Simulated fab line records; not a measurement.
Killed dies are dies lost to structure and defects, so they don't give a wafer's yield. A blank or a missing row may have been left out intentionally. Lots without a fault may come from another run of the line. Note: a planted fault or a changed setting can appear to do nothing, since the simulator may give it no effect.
fab line records	flow nand_harc
record: lots: 7	wafers: 21	last_day: 33
route steps=1302 shown A_STAIRCASE@736 END@1302
lots with no fault: from the same line, run without faults
start_h: hours from the record's opening day to when the first of the lot's shown wafers began	wait_h: hours from the lot's prior step to this one	" same as the row above	L1.1+2: one row covering several wafers at once	- either no value or no given start	* or withheld: withheld	< > ~ a bound
route shown NAME@n: a module of which the file shows steps, and the number in the route of the first	usual: the fault-free wafers' mean and standard deviation	same: alike in all rows	chamber/n: place in a boat	sites: readings site by site	_std_site: the values' standard deviation	_edge_site: the outer-site mean with the inner-site mean subtracted	radius_mm: for every site, how far away it sits from the centre of the wafer	mask NAME#n: copy n	behind: the last tool/chamber to shape the wafer	hold: reason for holding the lot/hours on hold/outcome of the hold	device: which transistor (n, p or np) failed to switch	end of line: at the end of the route, the tests of the same wafers	a step given without rows: its recipe and nothing more	killed: dies that structure and defects cost at the first sort, which is not the same as the wafer's yield	map: dies across one wafer; x = killed, . = not, _ = none there
set.NAME: the setting as run; set.NAME@STEP: as run at that earlier step	model.NAME: the simulator's own value behind a step, which no gauge read
lots at selected steps of the route; one table per step, one row per wafer
services: the hour from which a tool's chamber was out of use, counted from the record's first day as start_h (under 0 if before that day), plus the number of hours and why
== steps ==
step: NHARC_A_STAIRCASE_TRIM_222
recipe: time_s: 211.2	o2_flow_sccm: 500	ar_flow_sccm: 0	bias_w: 0	chemistry: O2
usual: chamber_pressure_mTorr: 60.00/0.057	drypump_motor_current_A: 5.7/0.5	oes_product_au: 0.999/0.0087	rf_vpp_V: 57.7/0.94	showerhead_plenum_p_Torr: 3.50/0.2	throttle_valve_pct: 17.036/0.0094
lot.wafer	tool	chamber	start_h	wait_h	chamber_pressure_mTorr	drypump_motor_current_A	oes_product_au	rf_hours_counter_h	rf_vpp_V	showerhead_plenum_p_Torr	throttle_valve_pct
L593.4	rie_diel-12	3	-	-	59.97	5.9	1.012	35	57.3	3.28	17.040
L593.3	"	1	"	"	60.11	6.6	1.002	33	57.3	3.34	17.026
L593.6	"	0	"	"	59.99	6.3	1.002	-	58.6	3.60	17.034
L600.3	rie_diel-06	3	-	-	60.02	5.4	1.007	47	58.1	3.30	17.041
L600.4	"	0	"	"	59.97	5.4	0.998	43	57.5	3.35	17.019
L600.5	"	0	"	"	59.93	5.4	1.005	-	56.8	3.35	17.040
L607.1	rie_diel-06	1	-	-	59.95	5.2	1.002	20	58.5	3.74	17.020
L607.3	"	2	"	"	59.97	4.9	1.003	18	55.3	3.45	17.035
L607.5	"	0	"	"	59.93	5.4	0.986	-	57.6	3.34	17.044
L609.2	rie_diel-06	1	-	-	60.08	5.2	0.997	23	58.9	3.73	17.035
L609.1	"	3	"	"	60.05	5.4	0.989	21	56.9	3.29	17.043
L609.4	"	0	"	"	59.94	5.4	1.001	22	55.8	3.34	17.032
L610.2	rie_diel-06	3	-	-	60.03	5.4	0.988	23	56.5	3.28	17.053
L610.3	"	1	"	"	59.98	5.2	0.989	26	59.1	3.73	17.035
L610.6	"	3	"	"	60.01	5.4	0.982	-	57.5	3.28	17.030
L612.4	rie_diel-06	1	-	-	59.99	5.2	0.987	27	58.9	3.73	17.066
L612.2	"	3	"	"	59.99	5.4	0.997	24	57.3	3.28	17.047
L612.6	"	2	"	"	60.08	4.9	1.002	-	56.5	3.45	17.018
L613.4	rie_diel-06	1	-	-	59.91	5.3	0.995	35	57.9	3.73	17.030
L613.2	"	2	"	"	60.08	4.9	1.004	32	56.9	3.44	17.038
L613.5	"	2	"	"	59.93	4.9	1.007	-	57.4	3.44	17.033
step: NHARC_A_STAIRCASE_ETCH_223
recipe: target_depth_a: 1000	time_s: 40.5	ion_energy_ev: 400	c4f8_flow_sccm: 20	o2_flow_sccm: 10	ar_flow_sccm: withheld	rf_w: 600	bias_w: 1000	chemistry: C4F8/O2
usual: bias_w: 1000.0/2.9	chamber_pressure_mTorr: 24.999/0.021	oes_product_au: 0.942/0.0099	rf_vpp_V: 894/7.2
lot.wafer	tool	chamber	start_h	wait_h	bias_w	chamber_pressure_mTorr	oes_product_au	rf_hours_counter_h	rf_vpp_V
L593.4	rie_diel-12	2	-	-	998.2	25.007	0.955	36	890
L593.3	"	1	"	"	997.6	25.013	0.952	33	890
L593.6	"	3	"	"	1004.1	25.004	0.947	-	886
L600.4	rie_diel-06	1	-	-	996.1	24.976	0.929	46	903
L600.3	"	0	"	"	1001.9	24.990	0.937	43	889
L600.5	"	1	"	"	1000.0	24.963	0.932	-	906
L607.3	rie_diel-06	1	-	-	999.5	24.995	0.932	20	902
L607.1	"	3	"	"	1001.1	24.980	0.936	18	888
L607.5	"	1	"	"	998.1	24.989	0.938	-	904
L609.1	rie_diel-06	1	-	-	995.4	24.973	0.946	24	902
L609.4	"	3	"	"	1001.2	25.000	0.934	21	888
L609.2	"	0	"	"	1000.3	24.970	0.938	22	890
L610.2	rie_diel-06	2	-	-	1000.5	24.978	0.955	25	894
L610.3	"	3	"	"	1000.6	24.981	0.926	23	888
L610.6	"	0	"	"	1001.2	25.025	0.934	-	887
L612.4	rie_diel-06	3	-	-	1000.3	25.005	0.941	24	887
L612.2	"	2	"	"	999.1	25.000	0.947	26	893
L612.6	"	3	"	"	994.7	25.001	0.948	-	885
L613.4	rie_diel-06	3	-	-	998.1	24.986	0.938	29	885
L613.2	"	2	"	"	1002.6	24.975	0.943	32	892
L613.5	"	0	"	"	996.3	25.016	0.950	-	889
step: NHARC_A_STAIRCASE_TRIM_224
recipe: time_s: 211.2	o2_flow_sccm: 500	ar_flow_sccm: 0	bias_w: 0	chemistry: O2
usual: chamber_pressure_mTorr: 60.00/0.053	drypump_motor_current_A: 5.7/0.5	oes_product_au: 0.999/0.008	rf_vpp_V: 57.6/0.95	showerhead_plenum_p_Torr: 3.50/0.2	throttle_valve_pct: 17.036/0.0091
lot.wafer	tool	chamber	start_h	wait_h	chamber_pressure_mTorr	drypump_motor_current_A	oes_product_au	rf_hours_counter_h	rf_vpp_V	showerhead_plenum_p_Torr	throttle_valve_pct
L593.4	rie_diel-12	0	-	-	60.08	6.4	1.003	31	57.8	3.60	17.038
L593.3	"	1	"	"	60.00	6.6	0.986	33	57.1	3.34	17.042
L593.6	"	3	"	"	59.89	5.9	1.005	-	55.9	3.28	17.032
L600.3	rie_diel-06	1	-	-	59.99	5.2	0.993	46	58.4	3.75	17.038
L600.4	"	2	"	"	59.95	4.9	1.002	50	58.2	3.47	17.041
L600.5	"	3	"	"	59.98	5.4	1.000	-	55.8	3.30	17.031
L607.3	rie_diel-06	1	-	-	60.05	5.3	1.011	20	58.8	3.74	17.037
L607.1	"	2	"	"	60.00	4.9	0.999	18	58.8	3.45	17.035
L607.5	"	1	"	"	59.90	5.3	1.006	-	58.8	3.74	17.014
L609.1	rie_diel-06	0	-	-	59.97	5.4	1.014	22	57.0	3.34	17.035
L609.4	"	1	"	"	59.97	5.3	1.016	24	57.4	3.73	17.041
L609.2	"	3	"	"	59.94	5.4	0.990	21	58.9	3.29	17.041
L610.2	rie_diel-06	0	-	-	59.99	5.4	0.996	25	56.5	3.34	17.053
L610.3	"	1	"	"	59.96	5.2	0.993	26	57.9	3.73	17.030
L610.6	"	1	"	"	60.07	5.2	0.993	-	58.2	3.73	17.044
L612.2	rie_diel-06	2	-	-	59.97	4.9	0.997	26	57.4	3.45	17.043
L612.4	"	3	"	"	60.03	5.4	0.990	24	57.4	3.28	17.036
L612.6	"	1	"	"	60.05	5.3	0.997	-	58.8	3.73	17.046
L613.2	rie_diel-06	1	-	-	60.03	5.2	1.003	35	58.4	3.73	17.042
L613.4	"	2	"	"	59.99	4.9	0.998	32	57.1	3.44	17.038
L613.5	"	1	"	"	59.95	5.2	0.995	-	58.0	3.73	17.028
step: NHARC_A_STAIRCASE_ETCH_225
recipe: target_depth_a: 1000	time_s: 40.5	ion_energy_ev: 400	c4f8_flow_sccm: 20	o2_flow_sccm: 10	ar_flow_sccm: withheld	rf_w: 600	bias_w: 1000	chemistry: C4F8/O2
step: NHARC_A_STAIRCASE_TRIM_226
recipe: time_s: 211.2	o2_flow_sccm: 500	ar_flow_sccm: 0	bias_w: 0	chemistry: O2
step: NHARC_A_STAIRCASE_ETCH_227
recipe: target_depth_a: 1000	time_s: 40.5	ion_energy_ev: 400	c4f8_flow_sccm: 20	o2_flow_sccm: 10	ar_flow_sccm: withheld	rf_w: 600	bias_w: 1000	chemistry: C4F8/O2
step: NHARC_A_STAIRCASE_TRIM_229
recipe: time_s: 211.2	o2_flow_sccm: 500	ar_flow_sccm: 0	bias_w: 0	chemistry: O2
step: NHARC_A_STAIRCASE_ETCH_230
recipe: target_depth_a: 1000	time_s: 40.5	ion_energy_ev: 400	c4f8_flow_sccm: 20	o2_flow_sccm: 10	ar_flow_sccm: withheld	rf_w: 600	bias_w: 1000	chemistry: C4F8/O2
usual: bias_w: 1000/3.1	chamber_pressure_mTorr: 24.997/0.023	oes_product_au: 0.949/0.021	rf_vpp_V: 895/7.3
lot.wafer	tool	chamber	start_h	wait_h	bias_w	chamber_pressure_mTorr	oes_product_au	rf_hours_counter_h	rf_vpp_V
L593.4	rie_diel-06	2	-	-	1003	25.008	0.975	28	892
L593.3	"	3	"	"	999	25.044	0.940	26	889
L593.6	"	2	"	"	1001	25.015	0.977	-	895
L600.4	rie_diel-09	3	-	-	1004	25.031	0.911	42	904
L600.3	"	2	"	"	1002	24.989	0.912	42	888
L600.5	"	0	"	"	999	25.009	0.930	-	904
L607.1	rie_diel-06	3	-	-	1002	25.014	0.941	18	886
L607.3	"	0	"	"	1005	25.006	0.947	20	888
L607.5	"	3	"	"	1007	25.050	0.944	-	886
L609.4	rie_diel-12	2	-	-	1005	25.005	0.972	34	887
L609.1	"	3	"	"	1005	24.969	0.988	30	905
L609.2	"	0	"	"	999	25.016	0.955	34	897
L610.2	rie_diel-06	0	-	-	1000	25.013	0.945	25	890
L610.3	"	2	"	"	995	25.024	0.947	25	892
L610.6	"	1	"	"	1003	24.998	0.942	-	904
L612.2	rie_diel-06	2	-	-	995	25.005	0.940	26	893
L612.4	"	1	"	"	998	24.972	0.934	28	903
L612.6	"	3	"	"	999	24.968	0.932	-	886
L613.4	rie_diel-12	1	-	-	1004	24.960	0.957	48	888
L613.2	"	3	"	"	992	25.013	0.980	45	905
L613.5	"	2	"	"	998	24.930	0.968	-	887
step: NHARC_A_STAIRCASE_TRIM_231
recipe: time_s: 211.2	o2_flow_sccm: 500	ar_flow_sccm: 0	bias_w: 0	chemistry: O2
usual: chamber_pressure_mTorr: 60.00/0.047	drypump_motor_current_A: 5.7/0.51	oes_product_au: 1.002/0.0099	rf_vpp_V: 57.7/0.95	showerhead_plenum_p_Torr: 3.51/0.2	throttle_valve_pct: 17.037/0.0084
lot.wafer	tool	chamber	start_h	wait_h	chamber_pressure_mTorr	drypump_motor_current_A	oes_product_au	rf_hours_counter_h	rf_vpp_V	showerhead_plenum_p_Torr	throttle_valve_pct
L593.3	rie_diel-06	1	-	-	60.15	5.3	0.998	24	58.3	3.76	17.031
L593.4	"	2	"	"	60.01	4.9	1.001	28	57.8	3.48	17.049
L593.6	"	0	"	"	59.95	5.4	0.990	-	56.8	3.36	17.029
L600.3	rie_diel-09	0	-	-	59.99	5.9	1.018	41	59.1	3.76	17.046
L600.4	"	2	"	"	60.06	5.6	0.988	42	56.4	3.30	17.049
L600.5	"	0	"	"	60.03	5.9	1.009	-	58.5	3.76	17.033
L607.1	rie_diel-06	1	-	-	60.05	5.2	0.996	20	56.5	3.74	17.046
L607.3	"	3	"	"	60.01	5.4	0.998	18	55.4	3.29	17.015
L607.5	"	2	"	"	60.00	4.9	0.990	-	57.9	3.45	17.045
L609.2	rie_diel-12	2	-	-	60.07	5.4	1.003	34	55.9	3.33	17.035
L609.1	"	3	"	"	59.94	5.8	1.021	30	58.5	3.79	17.040
L609.4	"	1	"	"	59.98	6.6	1.029	37	56.8	3.31	17.045
L610.2	rie_diel-06	3	-	-	60.04	5.4	0.987	24	58.2	3.28	17.040
L610.3	"	1	"	"	60.00	5.3	1.007	27	58.7	3.73	17.029
L610.6	"	0	"	"	60.06	5.4	0.999	-	56.6	3.34	17.028
L612.4	rie_diel-06	3	-	-	60.05	5.4	0.988	25	57.4	3.28	17.044
L612.2	"	0	"	"	60.02	5.4	1.001	26	57.9	3.34	17.037
L612.6	"	0	"	"	60.04	5.4	0.987	-	57.5	3.34	17.044
L613.4	rie_diel-12	1	-	-	60.00	6.6	1.013	48	56.0	3.31	17.033
L613.2	"	2	"	"	59.97	5.4	0.991	49	58.4	3.32	17.040
L613.5	"	1	"	"	60.00	6.6	1.018	-	57.4	3.31	17.023
step: NHARC_A_STAIRCASE_ETCH_232
recipe: target_depth_a: 1000	time_s: 40.5	ion_energy_ev: 400	c4f8_flow_sccm: 20	o2_flow_sccm: 10	ar_flow_sccm: withheld	rf_w: 600	bias_w: 1000	chemistry: C4F8/O2
step: NHARC_A_STAIRCASE_TRIM_233
recipe: time_s: 211.2	o2_flow_sccm: 500	ar_flow_sccm: 0	bias_w: 0	chemistry: O2
step: NHARC_A_STAIRCASE_ETCH_234
recipe: target_depth_a: 1000	time_s: 40.5	ion_energy_ev: 400	c4f8_flow_sccm: 20	o2_flow_sccm: 10	ar_flow_sccm: withheld	rf_w: 600	bias_w: 1000	chemistry: C4F8/O2
usual: bias_w: 1000.1/3	chamber_pressure_mTorr: 25.002/0.023	oes_product_au: 0.945/0.013	rf_vpp_V: 895/7.1
lot.wafer	tool	chamber	start_h	wait_h	bias_w	chamber_pressure_mTorr	oes_product_au	rf_hours_counter_h	rf_vpp_V
L593.4	rie_diel-06	2	389.98	-	1002.6	24.982	0.944	28	895
L593.3	"	3	"	"	1005.5	25.000	0.957	26	889
L593.6	"	2	"	"	1000.7	25.015	0.950	-	893
L600.3	rie_diel-09	1	456.25	-	1007.4	25.005	0.939	42	903
L600.4	"	3	"	"	997.3	24.966	0.932	44	905
L600.5	"	2	"	"	1002.1	25.036	0.925	-	888
L607.1	rie_diel-06	1	533.34	-	-	-	-	-	-
L607.3	"	2	"	"	-	-	-	-	-
L607.5	"	3	"	"	-	-	-	-	-
L609.4	rie_diel-12	2	547.16	-	-	-	-	-	-
L609.2	"	0	"	"	-	-	-	-	-
L609.1	"	1	"	"	-	-	-	-	-
L610.2	rie_diel-06	1	566.44	-	-	-	-	-	-
L610.3	"	3	"	"	-	-	-	-	-
L610.6	"	1	"	"	-	-	-	-	-
L612.4	rie_diel-06	2	571.92	-	1001.5	24.976	0.954	26	893
L612.2	"	3	"	"	999.0	25.026	0.933	25	887
L612.6	"	1	"	"	998.0	25.020	0.944	-	904
L613.4	rie_diel-12	1	583.94	-	1002.8	25.024	0.952	48	887
L613.2	"	2	"	"	1000.1	24.978	0.938	49	888
L613.5	"	1	"	"	999.8	25.017	0.962	-	886
step: NHARC_A_STAIRCASE_TRIM_235
recipe: time_s: 211.2	o2_flow_sccm: 500	ar_flow_sccm: 0	bias_w: 0	chemistry: O2
step: NHARC_END_SORT_01
recipe: temp_c: 25
usual: killed_at_array: 55/22	killed_at_other: 1.1/1.4	killed_at_periphery: 4/3.2	killed_dies: 59/22	killed_open: 3.3/1.8	killed_short: 2.5/1.5
same: gross_dies: 677
lot.wafer	tool	chamber	start_h	wait_h	killed_at_array	killed_at_other	killed_at_periphery	killed_dies	killed_open	killed_short
L593.3	prober-01	0	581.57	3.1	51	1	1	53	2	2
L593.4	prober-01	0	582.37	3.4	59	2	3	64	5	2
L593.6	prober-01	0	583.96	4.0	55	1	3	59	4	1
L600.3	prober-02	0	654.66	3.1	32	1	10	43	3	2
L600.4	prober-02	0	655.46	3.4	39	0	5	44	4	2
L600.5	prober-02	0	656.26	3.7	40	1	6	47	6	3
L607.1	prober-01	0	724.63	2.5	671	2	4	677	2	4
L607.3	prober-01	0	726.22	3.1	671	5	1	677	2	0
L607.5	prober-01	0	727.81	3.7	670	5	2	677	1	3
L609.1	prober-02	0	743.25	2.5	677	0	0	677	3	1
L609.2	prober-02	0	744.04	2.8	673	2	2	677	3	2
L609.4	prober-02	0	745.64	3.4	675	0	2	677	2	1
L612.2	prober-02	0	777.38	2.8	22	0	2	24	2	3
L612.4	prober-02	0	778.96	3.4	27	1	2	30	6	2
L612.6	prober-02	0	780.55	4.0	19	0	1	20	0	1
L613.2	prober-01	0	787.42	2.8	80	2	1	83	5	3
L613.4	prober-01	0	789.01	3.4	70	0	2	72	4	2
L613.5	prober-01	0	789.81	3.7	50	1	2	53	2	1
L610.2	prober-02	0	791.02	8.7	673	1	3	677	4	1
L610.3	prober-02	0	791.82	9.0	676	1	0	677	3	2
L610.6	prober-02	0	794.21	9.9	674	1	2	677	4	3
killed by level:class
L593.3 A_SLIT:chamber_film_flake=21 A_CHANNEL_HOLE_D2:chamber_film_flake=15 A_CONTACT:chamber_film_flake=4 A_CHANNEL_HOLE_D1:chamber_film_flake=3 A_DECK1_JOINT:chamber_film_flake=2 A_CHANNEL_FILL_D2:chamber_film_flake=2 P_CONTACT:geometric_particle:open=1 A_CHANNEL_FILL_D1:geometric_particle:short=1
L593.4 A_SLIT:chamber_film_flake=24 A_CHANNEL_HOLE_D2:chamber_film_flake=17 A_CONTACT:chamber_film_flake=5 A_CHANNEL_FILL_D2:chamber_film_flake=4 A_CHANNEL_HOLE_D1:chamber_film_flake=2 A_WL_FILL:chamber_film_flake=2 THIN_TSV:chamber_film_flake=2 P_CONTACT:geometric_particle:short=1
L593.6 A_SLIT:chamber_film_flake=26 A_CHANNEL_HOLE_D2:chamber_film_flake=10 A_CONTACT:chamber_film_flake=8 A_CHANNEL_HOLE_D1:chamber_film_flake=4 A_STAIRCASE:chamber_film_flake=2 P_M0:geometric_particle:open=1 A_CHANNEL_FILL_D1:geometric_particle:open=1 A_CHANNEL_FILL_D2:geometric_particle:short=1
L600.3 A_CHANNEL_HOLE_D2:chamber_film_flake=14 A_CHANNEL_HOLE_D1:chamber_film_flake=5 A_CONTACT:chamber_film_flake=5 P_CONTACT:geometric_particle:open=3 A_SLIT:chamber_film_flake=3 P_GATE:chamber_film_flake=2 P_M1:chamber_film_flake=2 A_CHANNEL_FILL_D2:chamber_film_flake=2
L600.4 A_CHANNEL_HOLE_D2:chamber_film_flake=15 A_STAIRCASE:chamber_film_flake=8 A_CHANNEL_HOLE_D1:chamber_film_flake=6 P_GATE:chamber_film_flake=2 A_DECK1_JOINT:chamber_film_flake=2 A_DECK1_JOINT:geometric_particle:short=1 A_DECK1_JOINT:geometric_particle:open=1 A_CHANNEL_FILL_D2:geometric_particle:short=1
L600.5 A_CHANNEL_HOLE_D2:chamber_film_flake=21 A_CHANNEL_HOLE_D1:chamber_film_flake=5 A_CONTACT:chamber_film_flake=4 A_STAIRCASE:chamber_film_flake=3 P_CONTACT:geometric_particle:open=2 P_STI:chamber_film_flake=2 A_DECK1_JOINT:geometric_particle:open=1 A_ONON_D2:geometric_particle:open=1
L607.1 A_STAIRCASE:area_etch=606 A_SLIT:chamber_film_flake=25 A_CHANNEL_HOLE_D2:chamber_film_flake=19 A_CHANNEL_HOLE_D1:chamber_film_flake=12 P_GATE:chamber_film_flake=3 A_CHANNEL_FILL_D1:chamber_film_flake=2 THIN_TSV:chamber_film_flake=2 P_CONTACT:geometric_particle:short=1
L607.3 A_STAIRCASE:area_etch=590 A_SLIT:chamber_film_flake=40 A_CHANNEL_HOLE_D2:chamber_film_flake=25 A_CHANNEL_HOLE_D1:chamber_film_flake=9 THIN_TSV:chamber_film_flake=5 A_SGD_CUT:chamber_film_flake=4 P_CONTACT:geometric_particle:open=1 A_M0:geometric_particle:open=1
L607.5 A_STAIRCASE:area_etch=611 A_SLIT:chamber_film_flake=26 A_CHANNEL_HOLE_D2:chamber_film_flake=15 A_CHANNEL_HOLE_D1:chamber_film_flake=12 THIN_TSV:chamber_film_flake=5 A_CHANNEL_FILL_D1:chamber_film_flake=3 P_GATE:geometric_particle:short=1 A_ONON_D2:geometric_particle:short=1
L609.1 A_STAIRCASE:area_etch=598 A_SLIT:chamber_film_flake=32 A_CHANNEL_HOLE_D2:chamber_film_flake=26 A_CHANNEL_HOLE_D1:chamber_film_flake=8 A_CONTACT:chamber_film_flake=4 A_DECK1_JOINT:chamber_film_flake=2 A_STAIRCASE:chamber_film_flake=2 A_ONON_D1:geometric_particle:open=1
L609.2 A_STAIRCASE:area_etch=603 A_SLIT:chamber_film_flake=34 A_CHANNEL_HOLE_D2:chamber_film_flake=14 A_CHANNEL_HOLE_D1:chamber_film_flake=10 A_DECK1_JOINT:chamber_film_flake=3 A_CONTACT:chamber_film_flake=3 THIN_TSV:chamber_film_flake=2 P_CONTACT:geometric_particle:open=1
L609.4 A_STAIRCASE:area_etch=595 A_CHANNEL_HOLE_D2:chamber_film_flake=34 A_SLIT:chamber_film_flake=29 A_CHANNEL_HOLE_D1:chamber_film_flake=9 A_STAIRCASE:chamber_film_flake=2 A_WL_FILL:chamber_film_flake=2 P_CONTACT:geometric_particle:open=1 A_DECK1_JOINT:geometric_particle:short=1
L612.2 A_CONTACT:chamber_film_flake=8 A_SLIT:chamber_film_flake=7 P_M1:geometric_particle:open=1 A_CHANNEL_FILL_D2:geometric_particle:short=1 A_WL_FILL:geometric_particle:short=1 A_M0:geometric_particle:short=1 A_M0:geometric_particle:open=1 P_GATE:chamber_film_flake=1
L612.4 A_CONTACT:chamber_film_flake=10 A_SLIT:chamber_film_flake=4 A_M0:geometric_particle:open=3 A_STAIRCASE:chamber_film_flake=3 P_CONTACT:geometric_particle:open=1 A_ONON_D1:geometric_particle:short=1 A_CHANNEL_HOLE_D2:geometric_particle:short=1 A_CHANNEL_FILL_D2:geometric_particle:open=1
L612.6 A_SLIT:chamber_film_flake=8 A_CONTACT:chamber_film_flake=5 A_STAIRCASE:chamber_film_flake=3 A_WL_FILL:chamber_film_flake=2 A_SGD_CUT:geometric_particle:short=1 P_GATE:chamber_film_flake=1
L613.2 A_CHANNEL_HOLE_D2:chamber_film_flake=32 A_CHANNEL_HOLE_D1:chamber_film_flake=13 A_SLIT:chamber_film_flake=13 A_SGD_CUT:chamber_film_flake=4 A_DECK1_JOINT:geometric_particle:open=2 A_ZERO_WELL:chamber_film_flake=2 A_CHANNEL_FILL_D1:chamber_film_flake=2 A_DECK1_JOINT:chamber_film_flake=2
L613.4 A_CHANNEL_HOLE_D2:chamber_film_flake=30 A_CHANNEL_HOLE_D1:chamber_film_flake=19 A_SLIT:chamber_film_flake=9 A_CONTACT:chamber_film_flake=3 A_CHANNEL_FILL_D2:chamber_film_flake=3 A_ONON_D1:geometric_particle:short=2 A_ONON_D2:geometric_particle:open=2 P_CONTACT:geometric_particle:open=1
L613.5 A_CHANNEL_HOLE_D2:chamber_film_flake=22 A_CHANNEL_HOLE_D1:chamber_film_flake=11 A_CHANNEL_FILL_D2:chamber_film_flake=5 A_SLIT:chamber_film_flake=5 A_STAIRCASE:chamber_film_flake=2 A_CONTACT:chamber_film_flake=2 P_CONTACT:geometric_particle:open=1 A_WL_FILL:geometric_particle:open=1
L610.2 A_STAIRCASE:area_etch=619 A_SLIT:chamber_film_flake=27 A_CHANNEL_HOLE_D1:chamber_film_flake=16 A_CONTACT:chamber_film_flake=5 A_CHANNEL_FILL_D2:geometric_particle:open=2 A_STAIRCASE:chamber_film_flake=2 P_CONTACT:geometric_particle:open=1 P_M1:geometric_particle:open=1
L610.3 A_STAIRCASE:area_etch=621 A_SLIT:chamber_film_flake=31 A_CHANNEL_HOLE_D1:chamber_film_flake=12 A_CONTACT:chamber_film_flake=4 A_ONON_D2:geometric_particle:open=1 A_CHANNEL_HOLE_D2:geometric_particle:open=1 A_SGD_CUT:geometric_particle:short=1 A_M0:geometric_particle:short=1
L610.6 A_STAIRCASE:area_etch=616 A_SLIT:chamber_film_flake=29 A_CHANNEL_HOLE_D1:chamber_film_flake=14 A_CONTACT:chamber_film_flake=6 A_BONDPAD:chamber_film_flake=3 A_SOURCE_PLATE:geometric_particle:open=2 A_WL_FILL:geometric_particle:short=2 P_M0:geometric_particle:open=1
map L607.1 (x killed, . not)
____________x____________
_________xxxxxxx_________
_______xxxxxxxxxxx_______
______xxxxxxxxxxxxx______
_____xxxxxxxxxxxxxxx_____
____xxxxxxxxxxxxxxxxx____
____xxxxxxxxxxxxxxxxx____
___xxxxxxxxxxxxxxxxxxx___
___xxxxxxxxxxxxxxxxxxx___
__xxxxxxxxxxxxxxxxxxxxx__
__xxxxxxxxxxxxxxxxxxxxx__
_xxxxxxxxxxxxxxxxxxxxxxx_
_xxxxxxxxxxxxxxxxxxxxxxx_
_xxxxxxxxxxxxxxxxxxxxxxx_
_xxxxxxxxxxxxxxxxxxxxxxx_
_xxxxxxxxxxxxxxxxxxxxxxx_
xxxxxxxxxxxxxxxxxxxxxxxxx
xxxxxxxxxxxxxxxxxxxxxxxxx
xxxxxxxxxxxxxxxxxxxxxxxxx
xxxxxxxxxxxxxxxxxxxxxxxxx
xxxxxxxxxxxxxxxxxxxxxxxxx
_xxxxxxxxxxxxxxxxxxxxxxx_
_xxxxxxxxxxxxxxxxxxxxxxx_
_xxxxxxxxxxxxxxxxxxxxxxx_
_xxxxxxxxxxxxxxxxxxxxxxx_
_xxxxxxxxxxxxxxxxxxxxxxx_
__xxxxxxxxxxxxxxxxxxxxx__
__xxxxxxxxxxxxxxxxxxxxx__
___xxxxxxxxxxxxxxxxxxx___
___xxxxxxxxxxxxxxxxxxx___
____xxxxxxxxxxxxxxxxx____
____xxxxxxxxxxxxxxxxx____
_____xxxxxxxxxxxxxxx_____
______xxxxxxxxxxxxx______
_______xxxxxxxxxxx_______
_________xxxxxxx_________
____________x____________
map L609.1 (x killed, . not)
____________x____________
_________xxxxxxx_________
_______xxxxxxxxxxx_______
______xxxxxxxxxxxxx______
_____xxxxxxxxxxxxxxx_____
____xxxxxxxxxxxxxxxxx____
____xxxxxxxxxxxxxxxxx____
___xxxxxxxxxxxxxxxxxxx___
___xxxxxxxxxxxxxxxxxxx___
__xxxxxxxxxxxxxxxxxxxxx__
__xxxxxxxxxxxxxxxxxxxxx__
_xxxxxxxxxxxxxxxxxxxxxxx_
_xxxxxxxxxxxxxxxxxxxxxxx_
_xxxxxxxxxxxxxxxxxxxxxxx_
_xxxxxxxxxxxxxxxxxxxxxxx_
_xxxxxxxxxxxxxxxxxxxxxxx_
xxxxxxxxxxxxxxxxxxxxxxxxx
xxxxxxxxxxxxxxxxxxxxxxxxx
xxxxxxxxxxxxxxxxxxxxxxxxx
xxxxxxxxxxxxxxxxxxxxxxxxx
xxxxxxxxxxxxxxxxxxxxxxxxx
_xxxxxxxxxxxxxxxxxxxxxxx_
_xxxxxxxxxxxxxxxxxxxxxxx_
_xxxxxxxxxxxxxxxxxxxxxxx_
_xxxxxxxxxxxxxxxxxxxxxxx_
_xxxxxxxxxxxxxxxxxxxxxxx_
__xxxxxxxxxxxxxxxxxxxxx__
__xxxxxxxxxxxxxxxxxxxxx__
___xxxxxxxxxxxxxxxxxxx___
___xxxxxxxxxxxxxxxxxxx___
____xxxxxxxxxxxxxxxxx____
____xxxxxxxxxxxxxxxxx____
_____xxxxxxxxxxxxxxx_____
______xxxxxxxxxxxxx______
_______xxxxxxxxxxx_______
_________xxxxxxx_________
____________x____________
== services ==
tool	chamber	start_h	hours	kind
rie_diel-06	0	366.34	-	clean
rie_diel-06	1	366.34	-	clean
rie_diel-06	2	366.34	-	clean
rie_diel-06	3	366.34	-	clean
rie_diel-12	2	373.76	4.8	repair
rie_diel-06	0	390.84	-	clean
rie_diel-06	1	390.84	-	clean
rie_diel-06	2	390.84	-	clean
rie_diel-06	3	390.84	-	clean
rie_diel-12	-	411.42	2.4	repair
rie_diel-06	0	415.34	-	clean
rie_diel-06	1	415.34	-	clean
rie_diel-06	2	415.34	-	clean
rie_diel-06	3	415.34	-	clean
rie_diel-06	0	439.84	-	clean
rie_diel-06	1	439.84	-	clean
rie_diel-06	2	439.84	-	clean
rie_diel-06	3	439.84	-	clean
rie_diel-06	0	464.34	-	clean
rie_diel-06	1	464.34	-	clean
rie_diel-06	2	464.34	-	clean
rie_diel-06	3	464.34	-	clean
rie_diel-06	-	485.10	9.0	pm
rie_diel-09	-	497.45	9.0	pm
== key ==
first_sign: step: NHARC_A_STAIRCASE_ETCH_234	reading: tool_record	direction: missing
effect: step: NHARC_END_SORT_01	reading: killed_dies	direction: up	sigmas: 28	usual: 59	struck: 677
more_kills_born_at: NHARC_A_STAIRCASE_ETCH_234@rie_diel-06: 3663	NHARC_A_STAIRCASE_ETCH_234@rie_diel-12: 1799
met_at NHARC_A_STAIRCASE_ETCH_234
struck_wafers L607.1,L607.3,L607.5,L609.1,L609.2,L609.4,L610.2,L610.3,L610.6
later_rows_left_out L607.1,L607.3,L607.5,L609.1,L609.2,L609.4,L610.2,L610.3,L610.6
tester_left_out L607,L609,L610
onset_between 389.98 533.34
fault: kind: skipped_step_whole	tool: rie_diel-06,rie_diel-12	chamber: -	onset_h: 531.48	steps: NHARC_A_STAIRCASE_ETCH_234	scope: struck_lots_only
tester_left_out: of these lots the tester's yield and bins aren't shown, on N5 and GAA mostly nor the transistor test; their killed dies are dies lost to structure and defects alone, not to doping, threshold or leakage, so they don't give the yield
later_rows_left_out: the simulator's readings of these wafers behind a module that went badly wrong aren't trusted and aren't shown, but for the sort
